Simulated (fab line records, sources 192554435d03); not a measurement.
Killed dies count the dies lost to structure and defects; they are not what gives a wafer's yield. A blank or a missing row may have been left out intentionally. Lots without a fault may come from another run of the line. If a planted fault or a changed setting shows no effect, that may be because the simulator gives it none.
Which tool is to blame? :: flow n5-finfet :: Sampling: 21 lots, 63 wafers, 3 of 1938 route steps

## WHAT THE GAUGES SHOWED, per wafer
N5_BEOL_M1_CD_MEAS_35: target cd 18 nm, target cd y 21 nm. Usual: cd-nm reads 17.9 nm (standard deviation 0.38).
lot: L074
measured: day 6 10:54
on: cd-sem-03
cd-nm (nm): 17.9 17.9 17.5
flag: 

lot: L075
measured: day 6 12:11
on: cd-sem-01
cd-nm (nm): 17.8 17.8 17.6
flag: 

lot: L076
measured: day 6 16:41
on: cd-sem-01
cd-nm (nm): 17.8 18.1 18.0
flag: 

lot: L077
measured: day 6 23:49
on: cd-sem-02
cd-nm (nm): 18.3 17.7 18.0
flag: 

lot: L078
measured: day 7 05:28
on: cd-sem-01
cd-nm (nm): 18.1 18.0 17.9
flag: 

lot: L079
measured: day 7 12:56
on: cd-sem-03
cd-nm (nm): 17.7 17.5 17.8
flag: 

lot: L080
measured: day 7 13:00
on: cd-sem-02
cd-nm (nm): 18.3 17.9 18.1
flag: 

lot: L081
measured: day 8 03:03
on: cd-sem-03
cd-nm (nm): 17.9 17.8 17.9
flag: 

lot: L082
measured: day 8 06:11
on: cd-sem-03
cd-nm (nm): 18.5 17.8 18.2
flag: 

lot: L083
measured: day 8 11:06
on: cd-sem-03
cd-nm (nm): 17.6 18.4 17.3
flag: 

lot: L084
measured: day 8 18:40
on: cd-sem-01
cd-nm (nm): 17.5 17.7 18.0
flag: 

lot: L086
measured: day 9 12:24
on: cd-sem-03
cd-nm (nm): 17.9 17.7 17.9
flag: 

lot: L085
measured: day 9 12:26
on: cd-sem-01
cd-nm (nm): 17.1 17.9 18.0
flag: 

lot: L088
measured: day 10 01:33
on: cd-sem-03
cd-nm (nm): 17.9 18.6 18.2
flag: 

lot: L089
measured: day 10 04:07
on: cd-sem-02
cd-nm (nm): 17.7 17.7 17.5
flag: 

lot: L090
measured: day 10 09:36
on: cd-sem-03
cd-nm (nm): 17.8 18.1 17.3
flag: 

lot: L091
measured: day 10 09:45
on: cd-sem-03
cd-nm (nm): 17.8 18.5 18.0
flag: 

lot: L092
measured: day 10 14:57
on: cd-sem-01
cd-nm (nm): 18.1 18.4 18.2
flag: 

lot: L094
measured: day 11 11:49
on: cd-sem-01
cd-nm (nm): 17.4 18.0 16.7
flag: 

lot: L096
measured: day 11 23:17
on: cd-sem-02
cd-nm (nm): 18.0 18.5 18.1
flag: 

lot: L097
measured: day 12 03:05
on: cd-sem-03
cd-nm (nm): 17.7 17.9 18.1
flag: 

## TOOL THAT RAN EACH LOT (tool first, then ch and the chambers of the sampled wafers, then the start)
lot: L074
N5_BEOL_M1_ETCH_63: rie-diel-03 ch 0,1, day 6 05:09
N5_BEOL_M1_ETCH_41: rie-diel-02 ch 0,2,3, day 6 10:54 or earlier

lot: L075
N5_BEOL_M1_ETCH_63: rie-diel-03 ch 1,3, day 6 09:26
N5_BEOL_M1_ETCH_41: rie-diel-03 ch 1,3, day 6 12:11 or earlier

lot: L076
N5_BEOL_M1_ETCH_63: rie-diel-02 ch 0,1,2, day 6 11:35
N5_BEOL_M1_ETCH_41: rie-diel-02 ch 0,1,3, day 6 16:41 or earlier

lot: L077
N5_BEOL_M1_ETCH_63: rie-diel-03 ch 0,2, day 6 21:01
N5_BEOL_M1_ETCH_41: rie-diel-03 ch 0,1, day 6 23:49 or earlier

lot: L078
N5_BEOL_M1_ETCH_63: rie-diel-02 ch 0,2,3, day 7 03:43
N5_BEOL_M1_ETCH_41: rie-diel-02 ch 0,1,2, day 7 05:28 or earlier

lot: L079
N5_BEOL_M1_ETCH_63: rie-diel-01 ch 1,2,3, day 7 05:34
N5_BEOL_M1_ETCH_41: rie-diel-03 ch 1,2,3, day 7 12:56 or earlier

lot: L080
N5_BEOL_M1_ETCH_63: rie-diel-02 ch 0,1,2, day 7 10:16
N5_BEOL_M1_ETCH_41: rie-diel-01 ch 0,2,3, day 7 13:00 or earlier

lot: L081
N5_BEOL_M1_ETCH_63: rie-diel-02 ch 0,1,2, day 7 22:43
N5_BEOL_M1_ETCH_41: rie-diel-03 ch 0,1,2, day 8 03:03 or earlier

lot: L082
N5_BEOL_M1_ETCH_63: rie-diel-01 ch 1,2,3, day 7 23:17
N5_BEOL_M1_ETCH_41: rie-diel-02 ch 0,2,3, day 8 06:11 or earlier

lot: L083
N5_BEOL_M1_ETCH_63: rie-diel-02 ch 1,2,3, day 8 06:44
N5_BEOL_M1_ETCH_41: rie-diel-01 ch 0,1,3, day 8 11:06 or earlier

lot: L084
N5_BEOL_M1_ETCH_63: rie-diel-01 ch 0,2,3, day 8 15:04
N5_BEOL_M1_ETCH_41: rie-diel-02 ch 1,2,3, day 8 18:40 or earlier

lot: L086
N5_BEOL_M1_ETCH_63: rie-diel-01 ch 1,2,3, day 9 08:01
N5_BEOL_M1_ETCH_41: rie-diel-03 ch 0,1,2, day 9 12:24 or earlier

lot: L085
N5_BEOL_M1_ETCH_63: rie-diel-02 ch 0,2,3, day 9 08:31
N5_BEOL_M1_ETCH_41: rie-diel-02 ch 2,3, day 9 12:26 or earlier

lot: L088
N5_BEOL_M1_ETCH_63: rie-diel-02 ch 0,1,3, day 9 20:25
N5_BEOL_M1_ETCH_41: rie-diel-03 ch 1,2, day 10 01:33 or earlier

lot: L089
N5_BEOL_M1_ETCH_63: rie-diel-01 ch 1,2,3, day 10 02:07
N5_BEOL_M1_ETCH_41: rie-diel-01 ch 1,2,3, day 10 04:07 or earlier

lot: L090
N5_BEOL_M1_ETCH_63: rie-diel-01 ch 0,3, day 10 07:23
N5_BEOL_M1_ETCH_41: rie-diel-03 ch 0,2, day 10 09:36 or earlier

lot: L091
N5_BEOL_M1_ETCH_63: rie-diel-02 ch 0,2,3, day 10 07:37
N5_BEOL_M1_ETCH_41: rie-diel-02 ch 0,2,3, day 10 09:45 or earlier

lot: L092
N5_BEOL_M1_ETCH_63: rie-diel-01 ch 0,1,3, day 10 13:12
N5_BEOL_M1_ETCH_41: rie-diel-02 ch 0,1,2, day 10 14:57 or earlier

lot: L094
N5_BEOL_M1_ETCH_63: rie-diel-01 ch 0,2, day 11 08:41
N5_BEOL_M1_ETCH_41: rie-diel-02 ch 0,1,3, day 11 11:49 or earlier

lot: L096
N5_BEOL_M1_ETCH_63: rie-diel-03 ch 0,3, day 11 21:11
N5_BEOL_M1_ETCH_41: rie-diel-01 ch 1,2,3, day 11 23:17 or earlier

lot: L097
N5_BEOL_M1_ETCH_63: rie-diel-03 ch 0,1,2, day 12 00:28
N5_BEOL_M1_ETCH_41: rie-diel-03 ch 0,2,3, day 12 03:05 or earlier
- N5_BEOL_M1_ETCH_63: etches SiARC in CF4, target depth 15.6 nm, time 26 s.
- N5_BEOL_M1_ETCH_41: etches SiCN in CH3F/O2, target depth 31.9 nm, time 57.8 s.

## AS READ BY THE TOOLS THEMSELVES (means over the sampled wafers that have a number; for cases with no such wafer, the mark the record gives instead)
N5_BEOL_M1_ETCH_63. Usual: drypump-motor-current-A is 5.9 A with standard deviation 0.47, etch-rf-on-time-s is 26.1 s with standard deviation 0.57, oes-product-au is 0.66 a.u. with standard deviation 0.071, rf-fwd-power-W is 532.2 W with standard deviation 2.3, rf-vpp-V is 184.5 V with standard deviation 1.1, showerhead-plenum-p-Torr is 2.18 Torr with standard deviation 0.058, and throttle-valve-pct is 15.57 % with standard deviation 0.18.
lot: L074
tool: rie-diel-03
drypump-motor-current-A (A): 6.5
etch-rf-on-time-s (s): 26.5
oes-product-au (a.u.): 0.65
rf-fwd-power-W (W): 531.7
rf-vpp-V (V): 184.2
showerhead-plenum-p-Torr (Torr): 2.20
throttle-valve-pct (%): 15.67
flag: 

lot: L075
tool: rie-diel-03
drypump-motor-current-A (A): 6.0
etch-rf-on-time-s (s): 26.4
oes-product-au (a.u.): 0.63
rf-fwd-power-W (W): 531.2
rf-vpp-V (V): 185.5
showerhead-plenum-p-Torr (Torr): 2.24
throttle-valve-pct (%): 15.75
flag: 

lot: L076
tool: rie-diel-02
drypump-motor-current-A (A): 5.7
etch-rf-on-time-s (s): 26.0
oes-product-au (a.u.): 0.63
rf-fwd-power-W (W): 531.0
rf-vpp-V (V): 185.0
showerhead-plenum-p-Torr (Torr): 2.15
throttle-valve-pct (%): 15.56
flag: 

lot: L077
tool: rie-diel-03
drypump-motor-current-A (A): 6.1
etch-rf-on-time-s (s): 26.4
oes-product-au (a.u.): 0.71
rf-fwd-power-W (W): 531.4
rf-vpp-V (V): 183.7
showerhead-plenum-p-Torr (Torr): 2.15
throttle-valve-pct (%): 15.54
flag: 

lot: L078
tool: rie-diel-02
drypump-motor-current-A (A): 5.7
etch-rf-on-time-s (s): 25.6
oes-product-au (a.u.): 0.61
rf-fwd-power-W (W): 532.3
rf-vpp-V (V): 183.6
showerhead-plenum-p-Torr (Torr): 2.12
throttle-valve-pct (%): 15.69
flag: 

lot: L079
tool: rie-diel-01
drypump-motor-current-A (A): 6.0
etch-rf-on-time-s (s): 26.0
oes-product-au (a.u.): 0.67
rf-fwd-power-W (W): 532.3
rf-vpp-V (V): 184.2
showerhead-plenum-p-Torr (Torr): 2.20
throttle-valve-pct (%): 15.49
flag: 

lot: L080
tool: rie-diel-02
drypump-motor-current-A (A): 5.8
etch-rf-on-time-s (s): 26.1
oes-product-au (a.u.): 0.62
rf-fwd-power-W (W): 531.1
rf-vpp-V (V): 184.9
showerhead-plenum-p-Torr (Torr): 2.15
throttle-valve-pct (%): 15.57
flag: 

lot: L081
tool: rie-diel-02
drypump-motor-current-A (A): 5.8
etch-rf-on-time-s (s): 26.3
oes-product-au (a.u.): 0.62
rf-fwd-power-W (W): 531.7
rf-vpp-V (V): 184.8
showerhead-plenum-p-Torr (Torr): 2.15
throttle-valve-pct (%): 15.57
flag: 

lot: L082
tool: rie-diel-01
drypump-motor-current-A (A): 6.0
etch-rf-on-time-s (s): 26.1
oes-product-au (a.u.): 0.66
rf-fwd-power-W (W): 531.6
rf-vpp-V (V): 184.6
showerhead-plenum-p-Torr (Torr): 2.20
throttle-valve-pct (%): 15.49
flag: 

lot: L083
tool: rie-diel-02
drypump-motor-current-A (A): 5.9
etch-rf-on-time-s (s): 25.9
oes-product-au (a.u.): 0.71
rf-fwd-power-W (W): 531.5
rf-vpp-V (V): 185.2
showerhead-plenum-p-Torr (Torr): 2.17
throttle-valve-pct (%): 15.42
flag: 

lot: L084
tool: rie-diel-01
drypump-motor-current-A (A): 5.9
etch-rf-on-time-s (s): 25.7
oes-product-au (a.u.): 0.67
rf-fwd-power-W (W): 533.4
rf-vpp-V (V): 183.6
showerhead-plenum-p-Torr (Torr): 2.18
throttle-valve-pct (%): 15.54
flag: 

lot: L086
tool: rie-diel-01
drypump-motor-current-A (A): 6.0
etch-rf-on-time-s (s): 26.1
oes-product-au (a.u.): 0.66
rf-fwd-power-W (W): 531.9
rf-vpp-V (V): 184.4
showerhead-plenum-p-Torr (Torr): 2.20
throttle-valve-pct (%): 15.50
flag: 

lot: L085
tool: rie-diel-02
drypump-motor-current-A (A): 5.7
etch-rf-on-time-s (s): 26.4
oes-product-au (a.u.): 0.67
rf-fwd-power-W (W): 532.2
rf-vpp-V (V): 184.7
showerhead-plenum-p-Torr (Torr): 2.20
throttle-valve-pct (%): 15.56
flag: 

lot: L088
tool: rie-diel-02
drypump-motor-current-A (A): 5.5
etch-rf-on-time-s (s): 25.6
oes-product-au (a.u.): 0.69
rf-fwd-power-W (W): 531.0
rf-vpp-V (V): 185.6
showerhead-plenum-p-Torr (Torr): 2.20
throttle-valve-pct (%): 15.43
flag: 

lot: L089
tool: rie-diel-01
drypump-motor-current-A (A): 6.0
etch-rf-on-time-s (s): 26.2
oes-product-au (a.u.): 0.65
rf-fwd-power-W (W): 532.0
rf-vpp-V (V): 184.2
showerhead-plenum-p-Torr (Torr): 2.20
throttle-valve-pct (%): 15.52
flag: 

lot: L090
tool: rie-diel-01
drypump-motor-current-A (A): 6.0
etch-rf-on-time-s (s): 24.9
oes-product-au (a.u.): 0.73
rf-fwd-power-W (W): 535.0
rf-vpp-V (V): 184.2
showerhead-plenum-p-Torr (Torr): 2.17
throttle-valve-pct (%): 15.65
flag: 

lot: L091
tool: rie-diel-02
drypump-motor-current-A (A): 5.7
etch-rf-on-time-s (s): 25.9
oes-product-au (a.u.): 0.67
rf-fwd-power-W (W): 533.4
rf-vpp-V (V): 183.7
showerhead-plenum-p-Torr (Torr): 2.19
throttle-valve-pct (%): 15.59
flag: 

lot: L092
tool: rie-diel-01
drypump-motor-current-A (A): 6.0
etch-rf-on-time-s (s): 25.7
oes-product-au (a.u.): 0.70
rf-fwd-power-W (W): 534.6
rf-vpp-V (V): 184.7
showerhead-plenum-p-Torr (Torr): 2.19
throttle-valve-pct (%): 15.61
flag: 

lot: L094
tool: rie-diel-01
drypump-motor-current-A (A): 5.7
etch-rf-on-time-s (s): 26.3
oes-product-au (a.u.): 0.65
rf-fwd-power-W (W): 532.9
rf-vpp-V (V): 184.2
showerhead-plenum-p-Torr (Torr): 2.19
throttle-valve-pct (%): 15.45
flag: 

lot: L096
tool: rie-diel-03
drypump-motor-current-A (A): 6.5
etch-rf-on-time-s (s): 26.7
oes-product-au (a.u.): 0.62
rf-fwd-power-W (W): 533.5
rf-vpp-V (V): 184.3
showerhead-plenum-p-Torr (Torr): 2.17
throttle-valve-pct (%): 15.72
flag: 

lot: L097
tool: rie-diel-03
drypump-motor-current-A (A): 5.9
etch-rf-on-time-s (s): 26.6
oes-product-au (a.u.): 0.65
rf-fwd-power-W (W): 531.4
rf-vpp-V (V): 184.4
showerhead-plenum-p-Torr (Torr): 2.17
throttle-valve-pct (%): 15.68
flag: 

N5_BEOL_M1_ETCH_41. Usual: drypump-motor-current-A 5.9 A, standard deviation 0.52; oes-product-au 0.77 a.u., standard deviation 0.083; rf-fwd-power-W 391.7 W, standard deviation 1.5; rf-vpp-V 297.9 V, standard deviation 1.4; showerhead-plenum-p-Torr 2.04 Torr, standard deviation 0.054; throttle-valve-pct 16.29 %, standard deviation 0.18.
lot: L074
tool: rie-diel-02
drypump-motor-current-A (A): 5.7
oes-product-au (a.u.): 0.71
rf-fwd-power-W (W): 392.3
rf-vpp-V (V): 297.3
showerhead-plenum-p-Torr (Torr): 1.98
throttle-valve-pct (%): 16.42
flag: 

lot: L075
tool: rie-diel-03
drypump-motor-current-A (A): 6.0
oes-product-au (a.u.): 0.73
rf-fwd-power-W (W): 392.2
rf-vpp-V (V): 298.9
showerhead-plenum-p-Torr (Torr): 2.08
throttle-valve-pct (%): 16.43
flag: 

lot: L076
tool: rie-diel-02
drypump-motor-current-A (A): 5.4
oes-product-au (a.u.): 0.73
rf-fwd-power-W (W): 391.0
rf-vpp-V (V): 296.9
showerhead-plenum-p-Torr (Torr): 1.98
throttle-valve-pct (%): 16.29
flag: 

lot: L077
tool: rie-diel-03
drypump-motor-current-A (A): 6.3
oes-product-au (a.u.): 0.75
rf-fwd-power-W (W): 390.9
rf-vpp-V (V): 298.3
showerhead-plenum-p-Torr (Torr): 2.08
throttle-valve-pct (%): 16.45
flag: 

lot: L078
tool: rie-diel-02
drypump-motor-current-A (A): 5.7
oes-product-au (a.u.): 0.73
rf-fwd-power-W (W): 391.3
rf-vpp-V (V): 297.4
showerhead-plenum-p-Torr (Torr): 2.01
throttle-valve-pct (%): 16.32
flag: 

lot: L079
tool: rie-diel-03
drypump-motor-current-A (A): 5.7
oes-product-au (a.u.): 0.80
rf-fwd-power-W (W): 391.6
rf-vpp-V (V): 297.7
showerhead-plenum-p-Torr (Torr): 2.05
throttle-valve-pct (%): 16.34
flag: 

lot: L080
tool: rie-diel-01
drypump-motor-current-A (A): 6.0
oes-product-au (a.u.): 0.80
rf-fwd-power-W (W): 392.7
rf-vpp-V (V): 297.1
showerhead-plenum-p-Torr (Torr): 2.03
throttle-valve-pct (%): 16.18
flag: 

lot: L081
tool: rie-diel-03
drypump-motor-current-A (A): 5.9
oes-product-au (a.u.): 0.80
rf-fwd-power-W (W): 390.8
rf-vpp-V (V): 297.5
showerhead-plenum-p-Torr (Torr): 2.04
throttle-valve-pct (%): 16.34
flag: 

lot: L082
tool: rie-diel-02
drypump-motor-current-A (A): 5.7
oes-product-au (a.u.): 0.80
rf-fwd-power-W (W): 391.5
rf-vpp-V (V): 297.9
showerhead-plenum-p-Torr (Torr): 2.06
throttle-valve-pct (%): 16.28
flag: 

lot: L083
tool: rie-diel-01
drypump-motor-current-A (A): 6.0
oes-product-au (a.u.): 0.84
rf-fwd-power-W (W): 391.6
rf-vpp-V (V): 297.4
showerhead-plenum-p-Torr (Torr): 2.05
throttle-valve-pct (%): 16.23
flag: 

lot: L084
tool: rie-diel-02
drypump-motor-current-A (A): 5.9
oes-product-au (a.u.): 0.81
rf-fwd-power-W (W): 391.8
rf-vpp-V (V): 297.4
showerhead-plenum-p-Torr (Torr): 2.04
throttle-valve-pct (%): 16.19
flag: 

lot: L086
tool: rie-diel-03
drypump-motor-current-A (A): 5.9
oes-product-au (a.u.): 0.80
rf-fwd-power-W (W): 390.9
rf-vpp-V (V): 297.4
showerhead-plenum-p-Torr (Torr): 2.03
throttle-valve-pct (%): 16.36
flag: 

lot: L085
tool: rie-diel-02
drypump-motor-current-A (A): 5.9
oes-product-au (a.u.): 0.87
rf-fwd-power-W (W): 392.7
rf-vpp-V (V): 299.1
showerhead-plenum-p-Torr (Torr): 2.09
throttle-valve-pct (%): 16.16
flag: 

lot: L088
tool: rie-diel-03
drypump-motor-current-A (A): 5.7
oes-product-au (a.u.): 0.78
rf-fwd-power-W (W): 391.2
rf-vpp-V (V): 297.8
showerhead-plenum-p-Torr (Torr): 2.05
throttle-valve-pct (%): 16.39
flag: 

lot: L089
tool: rie-diel-01
drypump-motor-current-A (A): 6.0
oes-product-au (a.u.): 0.75
rf-fwd-power-W (W): 391.5
rf-vpp-V (V): 298.7
showerhead-plenum-p-Torr (Torr): 2.05
throttle-valve-pct (%): 16.20
flag: 

lot: L090
tool: rie-diel-03
drypump-motor-current-A (A): 6.1
oes-product-au (a.u.): 0.80
rf-fwd-power-W (W): 391.8
rf-vpp-V (V): 296.9
showerhead-plenum-p-Torr (Torr): 2.01
throttle-valve-pct (%): 16.33
flag: 

lot: L091
tool: rie-diel-02
drypump-motor-current-A (A): 5.7
oes-product-au (a.u.): 0.78
rf-fwd-power-W (W): 391.5
rf-vpp-V (V): 298.6
showerhead-plenum-p-Torr (Torr): 2.06
throttle-valve-pct (%): 16.33
flag: 

lot: L092
tool: rie-diel-02
drypump-motor-current-A (A): 5.7
oes-product-au (a.u.): 0.71
rf-fwd-power-W (W): 392.5
rf-vpp-V (V): 297.2
showerhead-plenum-p-Torr (Torr): 2.00
throttle-valve-pct (%): 16.36
flag: 

lot: L094
tool: rie-diel-02
drypump-motor-current-A (A): 5.4
oes-product-au (a.u.): 0.78
rf-fwd-power-W (W): 391.1
rf-vpp-V (V): 298.5
showerhead-plenum-p-Torr (Torr): 2.06
throttle-valve-pct (%): 16.21
flag: 

lot: L096
tool: rie-diel-01
drypump-motor-current-A (A): 5.9
oes-product-au (a.u.): 0.74
rf-fwd-power-W (W): 390.3
rf-vpp-V (V): 298.3
showerhead-plenum-p-Torr (Torr): 2.05
throttle-valve-pct (%): 16.22
flag: 

lot: L097
tool: rie-diel-03
drypump-motor-current-A (A): 5.8
oes-product-au (a.u.): 0.76
rf-fwd-power-W (W): 392.8
rf-vpp-V (V): 297.0
showerhead-plenum-p-Torr (Torr): 2.01
throttle-valve-pct (%): 16.38
flag: 

## THE ANSWER, worked out from the rows above alone
Rule: lot off if the mean of its wafers having a number is beyond 3 standard deviations from the usual mean. Also off: a lot with no number at a reading for which 4 or more lots have one. Any other lot the step has rows for is counted as sound. The gauges are gone through in route order, then the tools' own readings, and for those a lot's mean is taken as printed above. At the first step where some lot is off, the reading lying furthest off is the one used; lots without a number count as furthest.
None of the lots is off at any reading shown; this tells nothing.

## WHAT WAS PUT IN BY THE SIMULATOR
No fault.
